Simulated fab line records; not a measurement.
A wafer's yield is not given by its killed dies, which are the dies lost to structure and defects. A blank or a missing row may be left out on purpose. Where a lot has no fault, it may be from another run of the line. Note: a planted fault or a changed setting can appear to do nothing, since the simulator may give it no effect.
fab line records    flow nand_harc    part 1 of 2: steps 1 to 16 of 29
record lots=5  wafers=15  last_day=25
route steps=1159 shown A_STAIRCASE@582
lots untouched by any fault: they come from a run of this same line in which no faults occurred
start_h: start of the lot's first displayed wafer, in hours after the record's first day    wait_h: hours elapsed since this lot's preceding step    " unchanged from the row above    L1.1+2: a single row standing in for several wafers    - either no value or no given start    * or withheld: withheld    < > ~ a bound
route shown NAME@n: NAME is a module with steps in the file, n the number in the route of the first one    usual: average and standard deviation across the fault-free wafers    same: alike in all rows    chamber/n: place in a boat    sites: each site's reading    _std_site: the values' standard deviation    _edge_site: outer sites' mean less inner sites'    radius_mm: how far each site lies from the wafer's centre    mask NAME#n: copy n    behind: tool/chamber where the wafer was last shaped    hold: why the lot went on hold/how many hours it stayed there/how the hold came to an end    device: transistor that didn't switch, given as n, p or np    end of line: the same wafers' tests at the end of the route    where a step has no rows: the recipe by itself    killed: at the first sort, the dies lost to defects and structure; wafer yield is something else    map: a wafer's dies, x killed, . not, _ none there
set.NAME: the setting as run; set.NAME@STEP: as run at that earlier step    model.NAME: the simulator's own value behind a step, which no gauge read
certain route steps with their lots: each step a table, each wafer a row
services: when a tool's chamber went out of use (start_h, in hours from the record's first day, below 0 if earlier), for how many hours, and the reason
## steps
# step NHARC_A_STAIRCASE_ETCH_188
# recipe target_depth_a=1000  time_s=40.5  ion_energy_ev=400  c4f8_flow_sccm=20  o2_flow_sccm=10  ar_flow_sccm=withheld  rf_w=600  bias_w=1000  chemistry=C4F8/O2
# usual oes_product_au=0.932/0.015  rf_vpp_V=896/6.1
lot.wafer  tool         chamber  start_h  wait_h  oes_product_au  rf_hours_counter_h  rf_vpp_V
L074.1     rie_diel-12  1        -        -       0.956           10                  902
L074.2     "            2        "        "       0.966           11                  887
L074.6     "            2        "        "       0.957           -                   889
L075.2     rie_diel-08  2        -        -       0.920           48                  903
L075.5     "            1        "        "       0.920           -                   900
L075.4     "            0        "        "       0.928           -                   886
L083.3     rie_diel-08  3        -        -       0.919           58                  890
L083.1     "            1        "        "       0.926           63                  899
L083.6     "            0        "        "       0.921           -                   885
L092.1     rie_diel-11  1        -        -       0.921           50                  891
L092.3     "            3        "        "       0.912           56                  890
L092.6     "            2        "        "       0.919           -                   896
L096.3     rie_diel-08  0        -        -       0.922           26                  906
L096.6     "            0        "        "       0.920           -                   907
L096.5     "            1        "        "       0.919           -                   900
# step NHARC_A_STAIRCASE_TRIM_189
# recipe time_s=211.2  o2_flow_sccm=500  ar_flow_sccm=0  bias_w=0  chemistry=O2
# usual drypump_motor_current_A=5.6/0.54  oes_product_au=0.997/0.0072  rf_vpp_V=57.7/0.85  showerhead_plenum_p_Torr=3.52/0.16  throttle_valve_pct=17.037/0.009
lot.wafer  tool         chamber  start_h  wait_h  drypump_motor_current_A  oes_product_au  rf_hours_counter_h  rf_vpp_V  showerhead_plenum_p_Torr  throttle_valve_pct
L074.1     rie_diel-12  0        -        -       6.4                      0.986           12                  58.1      3.41                      17.053
L074.2     "            2        "        "       5.2                      0.994           11                  57.2      3.31                      17.039
L074.6     "            1        "        "       6.0                      1.003           -                   57.9      3.70                      17.033
L075.2     rie_diel-08  1        -        -       5.4                      0.999           48                  56.7      3.63                      17.051
L075.4     "            0        "        "       5.7                      1.015           -                   56.7      3.27                      17.034
L075.5     "            1        "        "       5.4                      0.999           -                   57.6      3.63                      17.041
L083.1     rie_diel-08  2        -        -       4.9                      0.997           61                  57.5      3.70                      17.046
L083.3     "            3        "        "       5.1                      0.995           58                  57.3      3.40                      17.030
L083.6     "            0        "        "       5.7                      1.007           -                   56.9      3.26                      17.045
L092.3     rie_diel-11  2        -        -       6.1                      0.992           53                  56.5      3.48                      17.032
L092.1     "            1        "        "       6.4                      0.999           50                  57.9      3.44                      17.027
L092.6     "            2        "        "       6.0                      0.992           -                   57.3      3.48                      17.046
L096.3     rie_diel-08  0        -        -       5.7                      1.006           26                  58.2      3.79                      17.044
L096.6     "            1        "        "       5.4                      1.005           -                   57.1      3.61                      17.025
L096.5     "            2        "        "       4.9                      0.998           -                   58.0      3.69                      17.020
# step NHARC_A_STAIRCASE_ETCH_190
# recipe target_depth_a=1000  time_s=40.5  ion_energy_ev=400  c4f8_flow_sccm=20  o2_flow_sccm=10  ar_flow_sccm=withheld  rf_w=600  bias_w=1000  chemistry=C4F8/O2
# usual oes_product_au=0.936/0.011  rf_vpp_V=895/6.3
lot.wafer  tool         chamber  start_h  wait_h  oes_product_au  rf_hours_counter_h  rf_vpp_V
L074.2     rie_diel-12  0        -        -       0.932           12                  891
L074.1     "            3        "        "       0.946           13                  901
L074.6     "            1        "        "       0.942           -                   903
L075.2     rie_diel-08  2        -        -       0.938           49                  901
L075.4     "            2        "        "       0.925           -                   903
L075.5     "            1        "        "       0.937           -                   900
L083.1     rie_diel-08  3        -        -       0.929           58                  891
L083.3     "            1        "        "       0.937           63                  900
L083.6     "            0        "        "       0.935           -                   886
L092.1     rie_diel-11  2        -        -       0.919           53                  894
L092.3     "            1        "        "       0.938           50                  891
L092.6     "            3        "        "       0.923           -                   892
L096.3     rie_diel-08  1        -        -       0.935           22                  898
L096.6     "            2        "        "       0.932           -                   903
L096.5     "            0        "        "       0.928           -                   908
# step NHARC_A_STAIRCASE_TRIM_191
# recipe time_s=211.2  o2_flow_sccm=500  ar_flow_sccm=0  bias_w=0  chemistry=O2
# usual drypump_motor_current_A=5.6/0.54  oes_product_au=0.996/0.007  rf_vpp_V=57.8/0.91  showerhead_plenum_p_Torr=3.52/0.17  throttle_valve_pct=17.037/0.01
lot.wafer  tool         chamber  start_h  wait_h  drypump_motor_current_A  oes_product_au  rf_hours_counter_h  rf_vpp_V  showerhead_plenum_p_Torr  throttle_valve_pct
L074.1     rie_diel-12  0        -        -       6.4                      0.995           12                  57.9      3.41                      17.034
L074.2     "            2        "        "       5.1                      0.999           11                  56.9      3.31                      17.039
L074.6     "            0        "        "       6.4                      0.989           -                   58.8      3.41                      17.020
L075.2     rie_diel-08  1        -        -       5.4                      1.004           49                  58.2      3.63                      17.035
L075.5     "            2        "        "       4.8                      0.987           -                   58.0      3.71                      17.035
L075.4     "            1        "        "       5.4                      0.997           -                   59.4      3.63                      17.037
L083.1     rie_diel-08  3        -        -       5.1                      0.993           58                  58.5      3.40                      17.034
L083.3     "            2        "        "       4.8                      1.002           62                  57.4      3.70                      17.037
L083.6     "            0        "        "       5.7                      1.010           -                   57.4      3.26                      17.033
L092.3     rie_diel-08  1        368.09   -       5.4                      1.014           12                  57.6      3.62                      17.022
L092.1     "            3        "        "       5.1                      0.999           16                  58.4      3.39                      17.039
L092.6     "            1        "        "       5.4                      1.003           -                   57.7      3.62                      17.040
L096.3     rie_diel-08  2        -        -       4.9                      0.990           26                  58.3      3.69                      17.017
L096.6     "            2        "        "       4.9                      1.002           -                   58.9      3.69                      17.051
L096.5     "            0        "        "       5.7                      0.993           -                   58.4      3.79                      17.041
# step NHARC_A_STAIRCASE_ETCH_192
# recipe target_depth_a=1000  time_s=40.5  ion_energy_ev=400  c4f8_flow_sccm=20  o2_flow_sccm=10  ar_flow_sccm=withheld  rf_w=600  bias_w=1000  chemistry=C4F8/O2
# usual oes_product_au=0.939/0.015  rf_vpp_V=895/6.2
lot.wafer  tool         chamber  start_h  wait_h  oes_product_au  rf_hours_counter_h  rf_vpp_V
L074.2     rie_diel-12  3        -        -       0.928           13                  901
L074.1     "            0        "        "       0.935           12                  891
L074.6     "            3        "        "       0.936           -                   902
L075.2     rie_diel-08  1        -        -       0.940           49                  900
L075.5     "            2        "        "       0.939           -                   902
L075.4     "            0        "        "       0.943           -                   887
L083.1     rie_diel-08  3        -        -       0.935           59                  892
L083.3     "            0        "        "       0.940           60                  887
L083.6     "            2        "        "       0.928           -                   901
L092.3     rie_diel-12  2        368.25   -       0.992           42                  888
L092.1     "            3        "        "       0.995           53                  901
L092.6     "            3        "        "       0.997           -                   901
L096.3     rie_diel-08  0        -        -       0.936           27                  905
L096.5     "            2        "        "       0.935           -                   901
L096.6     "            1        "        "       0.927           -                   899
# step NHARC_A_STAIRCASE_TRIM_193
# recipe time_s=211.2  o2_flow_sccm=500  ar_flow_sccm=0  bias_w=0  chemistry=O2
# usual drypump_motor_current_A=5.6/0.53  oes_product_au=0.997/0.0067  rf_vpp_V=57.7/0.87  showerhead_plenum_p_Torr=3.52/0.17  throttle_valve_pct=17.037/0.0093
lot.wafer  tool         chamber  start_h  wait_h  drypump_motor_current_A  oes_product_au  rf_hours_counter_h  rf_vpp_V  showerhead_plenum_p_Torr  throttle_valve_pct
L074.2     rie_diel-12  2        -        -       5.2                      1.000           11                  56.6      3.31                      17.032
L074.1     "            3        "        "       6.1                      0.996           13                  57.9      3.68                      17.045
L074.6     "            1        "        "       6.0                      0.996           -                   59.6      3.70                      17.035
L075.2     rie_diel-08  2        -        -       4.9                      0.996           49                  58.4      3.71                      17.026
L075.4     "            1        "        "       5.4                      1.002           -                   57.9      3.63                      17.047
L075.5     "            2        "        "       4.9                      0.995           -                   56.8      3.71                      17.040
L083.1     rie_diel-08  0        -        -       5.7                      1.007           60                  56.6      3.26                      17.027
L083.3     "            1        "        "       5.4                      0.994           63                  58.3      3.63                      17.031
L083.6     "            0        "        "       5.7                      1.007           -                   57.3      3.26                      17.031
L092.1     rie_diel-08  0        368.35   -       5.7                      0.986           16                  57.0      3.80                      17.032
L092.3     "            1        "        "       5.4                      1.001           12                  59.0      3.62                      17.041
L092.6     "            0        "        "       5.7                      0.983           -                   58.8      3.80                      17.033
L096.3     rie_diel-08  2        -        -       4.9                      0.991           26                  58.5      3.69                      17.030
L096.6     "            1        "        "       5.4                      1.003           -                   58.9      3.61                      17.022
L096.5     "            2        "        "       4.8                      0.993           -                   58.8      3.69                      17.034
# step NHARC_A_STAIRCASE_ETCH_194
# recipe target_depth_a=1000  time_s=40.5  ion_energy_ev=400  c4f8_flow_sccm=20  o2_flow_sccm=10  ar_flow_sccm=withheld  rf_w=600  bias_w=1000  chemistry=C4F8/O2
# usual oes_product_au=0.937/0.008  rf_vpp_V=896/6
lot.wafer  tool         chamber  start_h  wait_h  oes_product_au  rf_hours_counter_h  rf_vpp_V
L074.1     rie_diel-12  1        -        -       0.941           10                  901
L074.2     "            3        "        "       0.945           14                  900
L074.6     "            2        "        "       0.947           -                   887
L075.2     rie_diel-08  1        -        -       0.942           49                  899
L075.5     "            2        "        "       0.942           -                   902
L075.4     "            0        "        "       0.945           -                   886
L083.3     rie_diel-08  0        -        -       0.939           60                  886
L083.1     "            1        "        "       0.938           64                  898
L083.6     "            2        "        "       0.952           -                   902
L092.3     rie_diel-08  3        -        -       0.915           16                  891
L092.1     "            0        "        "       0.915           16                  906
L092.6     "            3        "        "       0.929           -                   893
L096.3     rie_diel-08  0        -        -       0.940           27                  905
L096.5     "            1        "        "       0.934           -                   899
L096.6     "            2        "        "       0.939           -                   900
# step NHARC_A_STAIRCASE_TRIM_196
# recipe time_s=211.2  o2_flow_sccm=500  ar_flow_sccm=0  bias_w=0  chemistry=O2
# usual drypump_motor_current_A=5.6/0.53  oes_product_au=0.998/0.0063  rf_vpp_V=57.7/0.96  showerhead_plenum_p_Torr=3.51/0.17  throttle_valve_pct=17.038/0.0092
lot.wafer  tool         chamber  start_h  wait_h  drypump_motor_current_A  oes_product_au  rf_hours_counter_h  rf_vpp_V  showerhead_plenum_p_Torr  throttle_valve_pct
L074.1     rie_diel-12  3        246.42   0.1     6.1                      1.004           14                  57.6      3.68                      17.042
L074.2     "            0        "        "       6.4                      1.004           12                  57.4      3.41                      17.036
L074.6     "            3        "        "       6.1                      0.997           -                   56.3      3.68                      17.054
L075.2     rie_diel-08  0        259.25   0.1     5.7                      1.000           46                  56.8      3.27                      17.038
L075.5     "            0        "        "       5.7                      0.995           -                   56.2      3.27                      17.042
L075.4     "            1        "        "       5.4                      0.999           -                   57.5      3.63                      17.055
L083.3     rie_diel-08  3        297.15   0.1     5.1                      1.008           59                  57.4      3.40                      17.039
L083.1     "            0        "        "       5.7                      1.009           60                  58.1      3.26                      17.052
L083.6     "            3        "        "       5.1                      1.000           -                   57.0      3.40                      17.034
L092.3     rie_diel-12  2        368.70   0.1     5.2                      0.987           42                  58.6      3.29                      17.031
L092.1     "            3        "        "       6.1                      0.998           53                  58.0      3.66                      17.036
L092.6     "            3        "        "       6.1                      0.985           -                   56.5      3.66                      17.058
L096.3     rie_diel-08  1        388.50   0.1     5.4                      1.005           23                  55.4      3.61                      17.051
L096.6     "            0        "        "       5.7                      0.993           -                   58.7      3.79                      17.033
L096.5     "            1        "        "       5.4                      0.997           -                   59.3      3.61                      17.055
# step NHARC_A_STAIRCASE_ETCH_197
# recipe target_depth_a=1000  time_s=40.5  ion_energy_ev=400  c4f8_flow_sccm=20  o2_flow_sccm=10  ar_flow_sccm=withheld  rf_w=600  bias_w=1000  chemistry=C4F8/O2
# usual oes_product_au=0.941/0.015  rf_vpp_V=895/6.1
lot.wafer  tool         chamber  start_h  wait_h  oes_product_au  rf_hours_counter_h  rf_vpp_V
L074.2     rie_diel-12  3        -        -       0.939           14                  902
L074.1     "            1        "        "       0.948           10                  901
L074.6     "            0        "        "       0.938           -                   891
L075.4     rie_diel-08  3        -        -       0.933           46                  892
L075.2     "            2        "        "       0.938           49                  902
L075.5     "            3        "        "       0.926           -                   893
L083.3     rie_diel-08  2        -        -       0.934           62                  904
L083.1     "            0        "        "       0.931           60                  887
L083.6     "            1        "        "       0.939           -                   899
L092.3     rie_diel-12  1        -        -       0.953           46                  902
L092.1     "            3        "        "       0.924           54                  899
L092.6     "            2        "        "       0.928           -                   887
L096.3     rie_diel-08  1        -        -       0.940           23                  899
L096.5     "            0        "        "       0.945           -                   907
L096.6     "            1        "        "       0.941           -                   900
# step NHARC_A_STAIRCASE_TRIM_198
# recipe time_s=211.2  o2_flow_sccm=500  ar_flow_sccm=0  bias_w=0  chemistry=O2
# usual drypump_motor_current_A=5.7/0.54  oes_product_au=0.998/0.0079  rf_vpp_V=57.7/0.92  showerhead_plenum_p_Torr=3.51/0.17  throttle_valve_pct=17.037/0.0088
lot.wafer  tool         chamber  start_h  wait_h  drypump_motor_current_A  oes_product_au  rf_hours_counter_h  rf_vpp_V  showerhead_plenum_p_Torr  throttle_valve_pct
L074.1     rie_diel-12  0        -        -       6.4                      0.997           13                  57.8      3.41                      17.037
L074.2     "            2        "        "       5.1                      1.015           12                  58.4      3.31                      17.047
L074.6     "            0        "        "       6.4                      0.996           -                   56.7      3.41                      17.043
L075.4     rie_diel-08  0        -        -       5.7                      1.015           46                  57.2      3.27                      17.040
L075.2     "            1        "        "       5.4                      1.009           49                  57.2      3.63                      17.045
L075.5     "            0        "        "       5.7                      1.006           -                   56.8      3.27                      17.038
L083.1     rie_diel-08  0        -        -       5.8                      1.007           60                  57.8      3.26                      17.043
L083.3     "            1        "        "       5.4                      0.990           64                  58.1      3.63                      17.032
L083.6     "            3        "        "       5.1                      0.996           -                   56.0      3.40                      17.034
L092.3     rie_diel-12  0        -        -       6.4                      0.988           53                  58.0      3.39                      17.036
L092.1     "            2        "        "       5.2                      1.001           43                  57.8      3.29                      17.035
L092.6     "            0        "        "       6.4                      0.989           -                   58.4      3.39                      17.040
L096.3     rie_diel-08  0        -        -       5.7                      1.014           27                  57.4      3.79                      17.032
L096.5     "            2        "        "       4.8                      1.010           -                   57.8      3.69                      17.040
L096.6     "            0        "        "       5.7                      0.997           -                   57.8      3.79                      17.033
# step NHARC_A_STAIRCASE_ETCH_199
# recipe target_depth_a=1000  time_s=40.5  ion_energy_ev=400  c4f8_flow_sccm=20  o2_flow_sccm=10  ar_flow_sccm=withheld  rf_w=600  bias_w=1000  chemistry=C4F8/O2
# usual oes_product_au=0.939/0.011  rf_vpp_V=895/6.1
lot.wafer  tool         chamber  start_h  wait_h  oes_product_au  rf_hours_counter_h  rf_vpp_V
L074.2     rie_diel-12  3        -        -       0.934           14                  902
L074.1     "            0        "        "       0.945           13                  892
L074.6     "            2        "        "       0.956           -                   890
L075.4     rie_diel-08  2        -        -       0.941           49                  903
L075.2     "            3        "        "       0.937           46                  891
L075.5     "            0        "        "       0.944           -                   885
L083.3     rie_diel-08  2        -        -       0.950           62                  902
L083.1     "            3        "        "       0.923           59                  890
L083.6     "            1        "        "       0.949           -                   900
L092.1     rie_diel-12  0        -        -       0.937           53                  891
L092.3     "            2        "        "       0.954           43                  889
L092.6     "            1        "        "       0.948           -                   902
L096.3     rie_diel-08  2        -        -       0.942           27                  902
L096.5     "            0        "        "       0.944           -                   906
L096.6     "            2        "        "       0.945           -                   902
# step NHARC_A_STAIRCASE_TRIM_200
# recipe time_s=211.2  o2_flow_sccm=500  ar_flow_sccm=0  bias_w=0  chemistry=O2
# usual drypump_motor_current_A=5.7/0.54  oes_product_au=0.997/0.0075  rf_vpp_V=57.7/0.92  showerhead_plenum_p_Torr=3.51/0.17  throttle_valve_pct=17.036/0.0083
lot.wafer  tool         chamber  start_h  wait_h  drypump_motor_current_A  oes_product_au  rf_hours_counter_h  rf_vpp_V  showerhead_plenum_p_Torr  throttle_valve_pct
L074.1     rie_diel-12  0        -        -       6.4                      0.999           13                  57.2      3.41                      17.035
L074.2     "            3        "        "       6.1                      1.001           14                  58.6      3.68                      17.026
L074.6     "            1        "        "       6.0                      1.003           -                   58.7      3.70                      17.028
L075.2     rie_diel-08  1        -        -       5.4                      1.007           49                  58.0      3.63                      17.040
L075.4     "            3        "        "       5.1                      0.993           46                  57.3      3.41                      17.041
L075.5     "            1        "        "       5.4                      0.999           -                   58.6      3.63                      17.042
L083.1     rie_diel-08  1        -        -       5.4                      0.999           64                  58.7      3.62                      17.037
L083.3     "            3        "        "       5.1                      0.989           59                  56.8      3.40                      17.034
L083.6     "            1        "        "       5.4                      0.992           -                   56.7      3.62                      17.045
L092.3     rie_diel-12  1        -        -       6.0                      1.011           47                  58.6      3.68                      17.039
L092.1     "            0        "        "       6.4                      0.997           53                  57.7      3.39                      17.043
L092.6     "            1        "        "       6.0                      1.015           -                   58.9      3.68                      17.033
L096.3     rie_diel-08  2        -        -       4.9                      1.002           27                  58.4      3.69                      17.052
L096.5     "            2        "        "       4.8                      0.996           -                   58.4      3.69                      17.041
L096.6     "            1        "        "       5.4                      0.994           -                   56.9      3.61                      17.029
# step NHARC_A_STAIRCASE_ETCH_201
# recipe target_depth_a=1000  time_s=40.5  ion_energy_ev=400  c4f8_flow_sccm=20  o2_flow_sccm=10  ar_flow_sccm=withheld  rf_w=600  bias_w=1000  chemistry=C4F8/O2
# usual oes_product_au=0.940/0.01  rf_vpp_V=895/6.2
lot.wafer  tool         chamber  start_h  wait_h  oes_product_au  rf_hours_counter_h  rf_vpp_V
L074.1     rie_diel-12  3        -        -       0.946           14                  901
L074.2     "            1        "        "       0.957           11                  902
L074.6     "            2        "        "       0.958           -                   888
L075.4     rie_diel-08  0        -        -       0.957           46                  886
L075.2     "            1        "        "       0.957           49                  899
L075.5     "            0        "        "       0.948           -                   888
L083.3     rie_diel-08  2        -        -       0.933           62                  903
L083.1     "            0        "        "       0.936           60                  885
L083.6     "            2        "        "       0.937           -                   902
L092.3     rie_diel-12  1        -        -       0.947           47                  902
L092.1     "            3        "        "       0.962           54                  901
L092.6     "            1        "        "       0.960           -                   901
L096.3     rie_diel-08  1        -        -       0.932           23                  898
L096.5     "            2        "        "       0.926           -                   901
L096.6     "            0        "        "       0.929           -                   905
# step NHARC_A_STAIRCASE_TRIM_202
# recipe time_s=211.2  o2_flow_sccm=500  ar_flow_sccm=0  bias_w=0  chemistry=O2
# usual drypump_motor_current_A=5.6/0.53  oes_product_au=0.997/0.0087  rf_vpp_V=57.7/0.84  showerhead_plenum_p_Torr=3.51/0.17  throttle_valve_pct=17.036/0.0088
lot.wafer  tool         chamber  start_h  wait_h  drypump_motor_current_A  oes_product_au  rf_hours_counter_h  rf_vpp_V  showerhead_plenum_p_Torr  throttle_valve_pct
L074.1     rie_diel-12  2        -        -       5.2                      1.002           12                  56.6      3.31                      17.029
L074.2     "            0        "        "       6.4                      0.988           13                  58.0      3.41                      17.051
L074.6     "            2        "        "       5.2                      1.013           -                   56.6      3.31                      17.018
L075.2     rie_diel-08  2        -        -       4.9                      0.987           49                  58.6      3.71                      17.045
L075.4     "            1        "        "       5.4                      0.994           49                  58.0      3.63                      17.043
L075.5     "            3        "        "       5.1                      0.987           -                   58.6      3.41                      17.041
L083.3     rie_diel-08  1        -        -       5.4                      0.997           64                  58.2      3.62                      17.028
L083.1     "            3        "        "       5.1                      0.993           60                  58.8      3.40                      17.035
L083.6     "            2        "        "       4.8                      0.989           -                   57.6      3.70                      17.028
L092.1     rie_diel-12  3        -        -       6.1                      1.003           54                  58.3      3.66                      17.039
L092.3     "            1        "        "       6.0                      1.003           47                  57.6      3.68                      17.049
L092.6     "            2        "        "       5.2                      1.000           -                   58.9      3.29                      17.031
L096.3     rie_diel-08  1        -        -       5.4                      0.996           23                  57.1      3.61                      17.050
L096.6     "            0        "        "       5.7                      0.992           -                   58.4      3.79                      17.047
L096.5     "            2        "        "       4.8                      0.999           -                   58.1      3.69                      17.054
# step NHARC_A_STAIRCASE_ETCH_203
# recipe target_depth_a=1000  time_s=40.5  ion_energy_ev=400  c4f8_flow_sccm=20  o2_flow_sccm=10  ar_flow_sccm=withheld  rf_w=600  bias_w=1000  chemistry=C4F8/O2
# usual oes_product_au=0.941/0.011  rf_vpp_V=895/6.1
lot.wafer  tool         chamber  start_h  wait_h  oes_product_au  rf_hours_counter_h  rf_vpp_V
L074.2     rie_diel-12  0        -        -       0.932           13                  892
L074.1     "            3        "        "       0.942           14                  901
L074.6     "            1        "        "       0.949           -                   902
L075.4     rie_diel-08  0        -        -       0.949           46                  884
L075.2     "            2        "        "       0.935           49                  901
L075.5     "            1        "        "       0.951           -                   900
L083.3     rie_diel-08  1        -        -       0.938           64                  899
L083.1     "            2        "        "       0.932           63                  902
L083.6     "            3        "        "       0.933           -                   892
L092.1     rie_diel-12  0        -        -       0.954           53                  892
L092.3     "            1        "        "       0.953           47                  902
L092.6     "            1        "        "       0.947           -                   902
L096.3     rie_diel-08  0        -        -       0.940           28                  905
L096.5     "            1        "        "       0.948           -                   899
L096.6     "            2        "        "       0.937           -                   902
# step NHARC_A_STAIRCASE_STRIP_205
# recipe power_w=1500  temp_c=250  chemistry=O2
# usual drypump_motor_current_A=5.9/0.42  heater_power_w=346/52  rf_refl_power_W=19/11
lot.wafer  tool             chamber  start_h  wait_h  drypump_motor_current_A  heater_power_w  rf_hours_counter_h  rf_refl_power_W
L074.2     plasma_asher-02  1        247.50   0.1     6.7                      279             20                  41
L074.1     "                0        "        "       5.5                      310             20                  18
L074.6     "                0        "        "       5.6                      315             -                   17
L075.2     plasma_asher-02  1        260.36   0.1     6.7                      273             24                  41
L075.4     "                0        "        "       5.6                      304             -                   18
L075.5     "                0        "        "       5.6                      303             -                   18
L083.1     plasma_asher-02  1        298.50   0.1     6.7                      283             32                  41
L083.3     "                0        "        "       5.6                      311             -                   17
L083.6     "                1        "        "       6.7                      271             -                   40
L092.1     plasma_asher-01  0        370.12   0.1     5.5                      344             36                  12
L092.3     "                1        "        "       5.9                      415             -                   12
L092.6     "                0        "        "       5.5                      350             -                   11
L096.3     plasma_asher-02  0        390.21   0.2     5.6                      299             -                   18
L096.6     "                1        "        "       6.6                      266             -                   41
L096.5     "                0        "        "       5.6                      287             -                   18
